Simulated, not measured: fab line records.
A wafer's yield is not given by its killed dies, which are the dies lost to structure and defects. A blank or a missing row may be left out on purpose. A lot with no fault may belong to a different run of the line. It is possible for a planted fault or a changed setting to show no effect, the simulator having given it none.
fab line records -- flow n5_finfet
record: lots: 6, wafers: 18, last_day: 17
route steps=1938 shown BEOL_M8@1337 PASSIVATION@1936
lots untouched by any fault: they come from a run of this same line in which no faults occurred
start_h: hours from the record's first day to the start of the lot's first wafer shown -- wait_h: hours elapsed since this lot's preceding step -- " the same as in the row above -- L1.1+2: one row covering several wafers at once -- - no value, or no start given -- * or withheld: withheld -- < > ~ a bound
route shown NAME@n: NAME is a module with steps in the file, n the number in the route of the first one -- usual: mean and standard deviation over wafers with no fault -- same: alike in all rows -- chamber/n: place in a boat -- sites: readings site by site -- _std_site: standard deviation across them -- _edge_site: the outer-site mean with the inner-site mean subtracted -- radius_mm: for every site, how far away it sits from the centre of the wafer -- mask NAME#n: copy n -- behind: the last tool/chamber to shape the wafer -- hold: what put the lot on hold/how long, in hours/how the hold closed -- device: the n, p or np transistor that did not switch -- end of line: tests run on the same wafers once the route is complete -- where a step has no rows: the recipe by itself -- killed: count of dies lost to structure and defects at first sort (not the wafer's yield) -- map: per-die view of a wafer (x killed, . not killed, _ where there is no die)
set.NAME: the setting that was run; set.NAME@STEP: the one run at that earlier step -- model.NAME: the simulator's own value behind a step, which no gauge read
lots at some steps of the route; a table a step, a row a wafer
services: a tool's chamber out of use, with start hour (start_h, from the record's first day; less than 0 if before it), hours out, and reason
== steps ==
step: N5_BEOL_M8_COAT_59
recipe: resist: SOC, temp_c: 250, time_s: 60, spin_rpm: 1500, resist_thk_nm: 100
step: N5_BEOL_M8_COAT_60
recipe: resist: SiARC, temp_c: 220, time_s: 60, spin_rpm: 1500, resist_thk_nm: 35
step: N5_BEOL_M8_COAT_05
recipe: resist: CAR-ArF, spin_rpm: 1500, resist_thk_nm: 90
step: N5_BEOL_M8_EBR_07
recipe: solvent: PGMEA, ebr_width_mm: 1.5
step: N5_BEOL_M8_SOFTBAKE_06
recipe: temp_c: 110, time_s: 60, resist: CAR-ArF
step: N5_BEOL_M8_EXPOSE_08
recipe: mask_id: M8, na: 1.35, source_shape: dipole, sigma_inner: 0.817, sigma_outer: 0.97, polarization: te, dose_mj: 68.25
step: N5_BEOL_M8_PEB_09
recipe: peb_temp_c: withheld, peb_time_s: 60, resist: CAR-ArF
step: N5_BEOL_M8_DEVELOP_10
recipe: develop_time_s: 30, developer: TMAH, resist: CAR-ArF, rinse_liquid: diw, dry: air_spin, dev_temp_c: 23
step: N5_BEOL_M8_CD_MEAS_11
recipe: target_cd_nm: 38.5, landing_energy_ev: 500, detector: se_inlens, polarity: opening
usual: cd_nm: 38.5/0.57
lot.wafer,tool,chamber,start_h,wait_h,cd_nm
L910.1,cd_sem-03,0,217.36,-,39.0
L910.2,cd_sem-03,0,217.36,-,39.1
L910.4,cd_sem-03,0,217.36,-,39.2
L918.1,cd_sem-01,0,266.65,-,39.0
L918.2,cd_sem-01,0,266.65,-,38.6
L918.6,cd_sem-01,0,266.65,-,38.6
L923.4,cd_sem-02,0,301.44,-,38.4
L923.5,cd_sem-02,0,301.44,-,38.5
L923.6,cd_sem-02,0,301.44,-,38.7
L925.1,cd_sem-02,0,306.53,-,38.1
L925.4,cd_sem-02,0,306.53,-,37.9
L925.5,cd_sem-02,0,306.53,-,38.5
L928.3,cd_sem-03,0,310.19,-,38.0
L928.4,cd_sem-03,0,310.19,-,38.3
L928.6,cd_sem-03,0,310.19,-,38.9
L930.2,cd_sem-01,0,330.57,-,37.6
L930.5,cd_sem-01,0,330.57,-,37.9
L930.6,cd_sem-01,0,330.57,-,38.5
step: N5_BEOL_M8_OVL_MEAS_12
recipe: points_per_wafer: 44
usual: M8_OVL: 0.8/0.75
lot.wafer,tool,chamber,start_h,wait_h,M8_OVL[nm]
L910.1,overlay-02,0,217.39,0.0,0.2
L910.2,overlay-02,0,217.39,0.0,-0.1
L910.4,overlay-02,0,217.39,0.0,1.2
L918.1,overlay-02,0,266.68,0.0,1.5
L918.2,overlay-02,0,266.68,0.0,0.8
L918.6,overlay-02,0,266.68,0.0,1.0
L923.4,overlay-01,0,301.47,0.0,0.9
L923.5,overlay-01,0,301.47,0.0,0.3
L923.6,overlay-01,0,301.47,0.0,1.1
L925.1,overlay-02,0,306.56,0.0,0.1
L925.4,overlay-02,0,306.56,0.0,0.2
L925.5,overlay-02,0,306.56,0.0,-0.1
L928.3,overlay-02,0,310.22,0.0,1.9
L928.4,overlay-02,0,310.22,0.0,-0.5
L928.6,overlay-02,0,310.22,0.0,0.2
L930.2,overlay-01,0,330.60,0.0,1.3
L930.5,overlay-01,0,330.60,0.0,1.8
L930.6,overlay-01,0,330.60,0.0,1.9
step: N5_BEOL_M8_INSPECT_13
recipe: mode: adi, inspect_instrument: brightfield
usual: raw_defect_count: 439/100
lot.wafer,tool,chamber,start_h,wait_h,raw_defect_count
L910.1,defect_inspect-01,-,217.41,0.0,330
L910.2,defect_inspect-01,-,217.41,0.0,336
L910.4,defect_inspect-01,-,217.41,0.0,254
L918.1,defect_inspect-02,-,266.70,0.0,310
L918.2,defect_inspect-02,-,266.70,0.0,338
L918.6,defect_inspect-02,-,266.70,0.0,335
L923.4,defect_inspect-02,-,301.49,0.0,462
L923.5,defect_inspect-02,-,301.49,0.0,495
L923.6,defect_inspect-02,-,301.49,0.0,367
L925.1,defect_inspect-01,-,306.58,0.0,497
L925.4,defect_inspect-01,-,306.58,0.0,551
L925.5,defect_inspect-01,-,306.58,0.0,680
L928.3,defect_inspect-01,-,310.24,0.0,392
L928.4,defect_inspect-01,-,310.24,0.0,372
L928.6,defect_inspect-01,-,310.24,0.0,259
L930.2,defect_inspect-01,-,330.62,0.0,466
L930.5,defect_inspect-01,-,330.62,0.0,426
L930.6,defect_inspect-01,-,330.62,0.0,391
step: N5_BEOL_M8_DESCUM_16
recipe: chemistry: O2, time_s: 7.9, source_power_w: 50, bias_power_w: 20, pressure_mtorr: 20, rf_frequency_hz: 2.712e+07, temp_c: 40, resist: CAR-ArF, o2_flow_sccm: 225
usual: drypump_motor_current_A: 5.7/0.39, oes_product_au: 0.78/0.094, rf_vpp_V: 243.5/1.2, showerhead_plenum_p_Torr: 2.11/0.069, throttle_valve_pct: 20.43/0.24
lot.wafer,tool,chamber,start_h,wait_h,drypump_motor_current_A,oes_product_au,rf_hours_counter_h,rf_vpp_V,showerhead_plenum_p_Torr,throttle_valve_pct
L910.1,rie_diel-01,1,217.51,0.1,5.7,0.69,217,243.7,2.07,20.18
L910.2,rie_diel-01,3,217.51,0.1,5.6,0.68,230,244.5,2.07,20.73
L910.4,rie_diel-01,2,217.51,0.1,5.7,0.97,1,243.0,2.06,20.51
L918.1,rie_diel-05,2,267.32,0.6,5.2,0.69,245,243.5,2.15,20.78
L918.2,rie_diel-05,3,267.32,0.6,6.5,0.94,21,245.5,2.24,20.33
L918.6,rie_diel-05,0,267.32,0.6,5.4,0.72,-,243.6,2.15,20.79
L923.4,rie_diel-05,1,301.78,0.3,5.6,0.71,-,244.3,2.14,20.53
L923.5,rie_diel-05,0,301.78,0.3,5.4,0.72,-,242.7,2.14,20.79
L923.6,rie_diel-05,3,301.78,0.3,6.5,0.91,-,245.5,2.24,20.36
L925.1,rie_diel-05,0,306.61,0.0,5.4,0.71,234,244.6,2.14,20.80
L925.4,rie_diel-05,3,306.61,0.0,6.5,0.90,38,246.4,2.23,20.36
L925.5,rie_diel-05,2,306.61,0.0,5.2,1.00,-,243.1,2.14,20.53
L928.3,rie_diel-03,3,310.27,0.0,5.6,0.76,163,241.1,1.97,19.91
L928.4,rie_diel-03,0,310.27,0.0,5.9,0.71,227,243.4,2.16,20.34
L928.6,rie_diel-03,0,310.27,0.0,5.9,0.72,-,245.2,2.16,20.35
L930.2,rie_diel-01,3,330.66,0.0,5.5,0.92,13,242.1,2.06,20.50
L930.5,rie_diel-01,3,330.66,0.0,5.6,0.93,-,242.2,2.06,20.50
L930.6,rie_diel-01,0,330.66,0.0,5.9,0.84,-,241.8,2.04,20.42
step: N5_BEOL_M8_ETCH_61
recipe: chemistry: CF4, target: SiARC, target_depth_a: 455, mask_material: CAR-ArF, time_s: 75.8, ion_energy_ev: 80, pressure_mtorr: 40, source_w: 545, bias_w: 36, Ar_flow_sccm: 100, cf4_flow_sccm: 100, ends: cleared
usual: bias_w: 36.01/0.1, cf4_flow_sccm: 100.00/0.29, drypump_motor_current_A: 5.7/0.39, etch_rf_on_time_s: 76.1/2.4, oes_product_au: 0.67/0.084, rf_vpp_V: 184.3/1.2, showerhead_plenum_p_Torr: 2.16/0.067, throttle_valve_pct: 15.62/0.22
lot.wafer,tool,chamber,start_h,wait_h,bias_w,cf4_flow_sccm,drypump_motor_current_A,etch_rf_on_time_s,oes_product_au,rf_hours_counter_h,rf_vpp_V,showerhead_plenum_p_Torr,throttle_valve_pct
L910.1,rie_diel-01,1,217.54,0.0,36.12,99.74,5.7,77.8,0.59,217,184.4,2.13,15.42
L910.2,rie_diel-01,3,217.54,0.0,35.76,99.72,5.6,75.2,0.60,230,185.8,2.13,16.02
L910.4,rie_diel-01,2,217.54,0.0,36.08,100.29,5.7,72.6,0.84,1,184.0,2.10,15.56
L918.1,rie_diel-05,2,267.36,0.0,35.92,99.98,5.2,80.5,0.58,245,185.9,2.20,16.06
L918.2,rie_diel-05,3,267.36,0.0,35.97,99.63,6.5,74.4,0.79,21,186.1,2.28,15.41
L918.6,rie_diel-05,0,267.36,0.0,35.90,100.41,5.4,74.7,0.62,-,185.4,2.20,15.98
L923.4,rie_diel-05,3,301.83,0.0,39.43,99.68,6.5,71.6,0.79,-,195.7,2.28,15.45
L923.5,rie_diel-05,0,301.83,0.0,39.27,100.35,5.4,72.7,0.62,-,194.7,2.20,16.01
L923.6,rie_diel-05,3,301.83,0.0,39.35,99.34,6.5,72.1,0.79,-,196.2,2.28,15.45
L925.1,rie_diel-05,0,306.65,0.0,39.51,99.77,5.4,72.9,0.62,234,196.4,2.20,16.03
L925.4,rie_diel-05,3,306.65,0.0,39.34,99.97,6.5,71.8,0.79,38,197.0,2.28,15.44
L925.5,rie_diel-05,2,306.65,0.0,39.26,99.66,5.2,76.5,0.86,-,197.1,2.20,15.59
L928.3,rie_diel-03,3,310.31,0.0,35.92,99.58,5.7,74.3,0.66,163,183.8,2.05,15.30
L928.4,rie_diel-03,0,310.31,0.0,36.01,99.71,5.9,78.1,0.61,227,186.0,2.21,15.64
L928.6,rie_diel-03,0,310.31,0.0,35.95,99.87,5.9,78.6,0.60,-,186.1,2.21,15.63
L930.2,rie_diel-01,3,330.69,0.0,35.94,99.81,5.6,71.5,0.81,13,182.9,2.11,15.59
L930.5,rie_diel-01,3,330.69,0.0,35.99,100.00,5.6,71.7,0.80,-,185.5,2.11,15.61
L930.6,rie_diel-01,0,330.69,0.0,35.92,99.67,5.9,76.0,0.70,-,182.7,2.08,15.51
step: N5_BEOL_M8_ETCH_62
recipe: chemistry: N2/H2, target: SOC, target_depth_a: 1100, overetch_a: 220, mask_material: SiARC, temp_c: 40, time_s: 165, ion_energy_ev: 200, pressure_mtorr: 30, source_w: 840, bias_w: 150, n2_flow_sccm: 200, h2_flow_sccm: 200
usual: bias_w: 150.0/0.41, drypump_motor_current_A: 5.7/0.39, n2_flow_sccm: 200.0/0.61, oes_product_au: 0.67/0.075, rf_vpp_V: 524.6/2.3, showerhead_plenum_p_Torr: 2.57/0.073, throttle_valve_pct: 17.85/0.28
lot.wafer,tool,chamber,start_h,wait_h,bias_w,drypump_motor_current_A,n2_flow_sccm,oes_product_au,rf_hours_counter_h,rf_vpp_V,showerhead_plenum_p_Torr,throttle_valve_pct
L910.1,rie_diel-01,1,217.60,0.0,150.1,5.8,200.3,0.59,217,523.9,2.51,17.50
L910.2,rie_diel-01,3,217.60,0.0,149.9,5.5,199.9,0.58,230,522.3,2.51,18.13
L910.4,rie_diel-01,2,217.60,0.0,149.9,5.7,201.0,0.81,1,525.0,2.50,17.88
L918.1,rie_diel-05,2,267.41,0.0,149.8,5.2,200.2,0.59,245,527.0,2.63,18.39
L918.2,rie_diel-05,3,267.41,0.0,149.4,6.5,199.9,0.78,21,527.8,2.69,17.53
L918.6,rie_diel-05,0,267.41,0.0,149.8,5.4,199.7,0.62,-,525.2,2.62,18.31
L923.4,rie_diel-05,3,301.95,0.1,150.4,6.5,199.8,0.76,-,528.0,2.68,17.53
L923.5,rie_diel-05,0,301.95,0.1,149.9,5.4,200.4,0.61,-,526.4,2.62,18.35
L923.6,rie_diel-05,3,301.95,0.1,151.0,6.5,199.6,0.77,-,528.8,2.68,17.55
L925.1,rie_diel-05,0,306.70,0.0,149.3,5.4,200.4,0.61,234,526.1,2.62,18.37
L925.4,rie_diel-05,3,306.70,0.0,149.9,6.5,200.7,0.76,38,527.8,2.68,17.56
L925.5,rie_diel-05,2,306.70,0.0,149.9,5.2,200.1,0.86,-,525.2,2.62,18.03
L928.3,rie_diel-03,3,310.36,0.0,149.7,5.7,200.0,0.65,163,520.3,2.44,17.58
L928.4,rie_diel-03,0,310.36,0.0,150.6,5.9,199.8,0.60,227,527.0,2.62,17.72
L928.6,rie_diel-03,0,310.36,0.0,150.3,5.9,199.3,0.61,-,526.1,2.62,17.72
L930.2,rie_diel-01,3,330.75,0.0,149.9,5.5,200.0,0.77,13,522.1,2.49,17.82
L930.5,rie_diel-01,3,330.75,0.0,149.9,5.5,199.1,0.78,-,520.7,2.49,17.81
L930.6,rie_diel-01,0,330.75,0.0,150.4,5.9,200.1,0.70,-,521.0,2.49,17.87
step: N5_PASSIVATION_PROBE_49
usual: defect_limited_yield: 90.9/1.6, killed_at_M0_to_M3: 34/11, killed_at_M4_up: 14/5.7, killed_at_contacts: 13/6.5, killed_at_front_end: 43/11, killed_at_other: 4/3.1, killed_dies: 107/19, killed_open: 71/14, killed_short: 35/7.9, sort_bin_5_function: 5.3/1.1, sort_bin_6_memory: 3.4/0.74, sort_n_pass: 1073/19, sort_yield_pct: 90.9/1.6
same: gross_dies: 1180, killed_at_back_side: 0, sort_bin_4_leakage[%]: 0, sort_bin_8_speed[%]: 0
lot.wafer,tool,chamber,start_h,wait_h,defect_limited_yield[%],killed_at_M0_to_M3,killed_at_M4_up,killed_at_contacts,killed_at_front_end,killed_at_other,killed_dies,killed_open,killed_short,sort_bin_5_function[%],sort_bin_6_memory[%],sort_n_pass,sort_yield_pct[%]
L910.1,prober-02,-,292.02,0.0,92.5,41,5,6,37,0,89,58,31,4.2,3.1,1091,92.5
L910.2,prober-02,-,292.07,0.1,93.5,27,7,4,39,0,77,43,34,3.8,2.3,1103,93.5
L910.4,prober-02,-,292.17,0.2,93.1,35,12,7,25,2,81,56,23,4.0,2.6,1099,93.1
killed by level:class
L910.1 BEOL_M0_SAQP:geometric_particle:open=12 BEOL_M0_SAQP:geometric_particle:short=12 FIN_SAQP:geometric_particle:short=8 FIN_SAQP:geometric_particle:open=6 STI_FIN_REVEAL:geometric_particle:open=6 DUMMY_GATE:geometric_particle:open=6 BEOL_M1:geometric_particle:open=6 BEOL_M2:geometric_particle:open=6
L910.2 FIN_SAQP:geometric_particle:short=9 BEOL_M0_SAQP:geometric_particle:short=9 DUMMY_GATE:geometric_particle:open=8 BEOL_M0_SAQP:geometric_particle:open=7 FIN_SAQP:geometric_particle:open=5 STI_FIN_REVEAL:geometric_particle:open=4 GATE_CUT:geometric_particle:short=4 BEOL_M2:geometric_particle:open=4
L910.4 BEOL_M0_SAQP:geometric_particle:open=9 BEOL_M1:geometric_particle:open=8 STI_FIN_REVEAL:geometric_particle:open=6 MOL_CONTACT_COAG:geometric_particle:open=6 BEOL_M0_SAQP:geometric_particle:short=6 BEOL_M2:geometric_particle:open=5 FIN_SAQP:geometric_particle:short=4 STARTING-WAFER:geometric_particle:short=4
== services ==
tool,chamber,start_h,hours,kind
rie_diel-01,-,198.29,0.4,repair
rie_diel-01,0,243.88,4.7,repair
rie_diel-01,-,251.62,1.0,repair
rie_diel-01,3,271.09,-,clean
rie_diel-01,3,271.09,-,consumable_replace:focus_ring
rie_diel-01,3,271.09,30.4,scheduled_down
rie_diel-01,3,271.09,30.4,vent_cycle
rie_diel-05,2,283.91,-,clean
rie_diel-05,2,283.91,-,consumable_replace:focus_ring
rie_diel-05,2,283.91,21.9,scheduled_down
rie_diel-05,2,283.91,21.9,vent_cycle
rie_diel-03,-,296.94,2.7,repair
rie_diel-03,-,300.72,0.3,repair
rie_diel-01,1,309.69,18.4,repair
rie_diel-05,1,326.19,19.6,repair
== key ==
first_sign: step: N5_BEOL_M8_ETCH_61, reading: bias_w, direction: up, sigmas: 32, usual: *, struck: *
effect: step: N5_BEOL_M8_ETCH_61, reading: rf_vpp_V, direction: up, sigmas: 9.9, usual: 184.3, struck: 196.2
met_at N5_BEOL_M8_ETCH_61
struck_wafers L923.4,L923.5,L923.6,L925.1,L925.4,L925.5
onset_between 267.36 301.83
fault: kind: process_parameter_drift, tool: rie_diel-05, chamber: -, onset_h: 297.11, steps: N5_BEOL_M8_ETCH_61, channel: bias_w, offset: *, shape: step, end_h: 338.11, acts_in: *, stated: *
